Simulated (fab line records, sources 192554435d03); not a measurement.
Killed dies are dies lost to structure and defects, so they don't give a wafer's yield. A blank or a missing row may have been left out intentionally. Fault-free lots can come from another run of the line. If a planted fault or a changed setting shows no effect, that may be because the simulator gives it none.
Chamber matching / flow n5Finfet / N5_STI_FIN_REVEAL_CMP_04 on cmp-02 has 4 sister chambers
The step polishes, stops on Si3N4, t overpolish 4 s, target thk 131.83 nm. 8 wafers are shown with their chamber, then 7 later ones without.

## EACH WAFER AND ITS CHAMBER
wafer=L075.6; chamber=2; motorCurrentA (A)=6.8; timeToEndpointS (s)=101
wafer=L088.3; chamber=2; motorCurrentA (A)=6.8; timeToEndpointS (s)=99
wafer=L089.1; chamber=0; motorCurrentA (A)=7.3; timeToEndpointS (s)=101
wafer=L091.2; chamber=0; motorCurrentA (A)=7.7; timeToEndpointS (s)=99
wafer=L091.3; chamber=3; motorCurrentA (A)=8.5; timeToEndpointS (s)=97
wafer=L091.6; chamber=1; motorCurrentA (A)=8.9; timeToEndpointS (s)=93
wafer=L093.3; chamber=1; motorCurrentA (A)=8.5; timeToEndpointS (s)=93
wafer=L093.4; chamber=3; motorCurrentA (A)=8.6; timeToEndpointS (s)=101

## WAFERS WITH NO CHAMBER GIVEN
wafer=L093.6; motorCurrentA (A)=6.9; timeToEndpointS (s)=101
wafer=L095.2; motorCurrentA (A)=8.8; timeToEndpointS (s)=98
wafer=L095.3; motorCurrentA (A)=6.5; timeToEndpointS (s)=99
wafer=L095.4; motorCurrentA (A)=7.0; timeToEndpointS (s)=102
wafer=L097.3; motorCurrentA (A)=6.2; timeToEndpointS (s)=99
wafer=L097.5; motorCurrentA (A)=8.2; timeToEndpointS (s)=100
wafer=L097.6; motorCurrentA (A)=7.5; timeToEndpointS (s)=98

## WHICH CHAMBER EACH ONE RAN IN
wafer=L093.6; from the rows above=2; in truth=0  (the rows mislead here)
wafer=L095.2; from the rows above=can't be placed: 3 or 1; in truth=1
wafer=L095.3; from the rows above=2; in truth=2
wafer=L095.4; from the rows above=can't be placed: 2 or 0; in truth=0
wafer=L097.3; from the rows above=2; in truth=2
wafer=L097.5; from the rows above=can't be placed: 3 or 0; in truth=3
wafer=L097.6; from the rows above=0; in truth=0
Correctly placed: 3 of 7. Unplaceable from these rows: 3, with the true chamber sitting among the candidates in 3. 1 placed wrongly.
How it was worked out, from the rows above alone: a wafer's distance from a chamber is the root of the sum, over the readings, of the square of ((its reading less the chamber's mean) divided by the reading's scatter). The wafer belongs to the nearest chamber; if the next one is less than 2 further off, it can't be placed. Each chamber's mean is taken over the wafers shown for it. How the scatter is found: for the shown wafers, subtract from each reading the mean of its chamber, square and add these, divide the total by (wafers less chambers), then take the root.
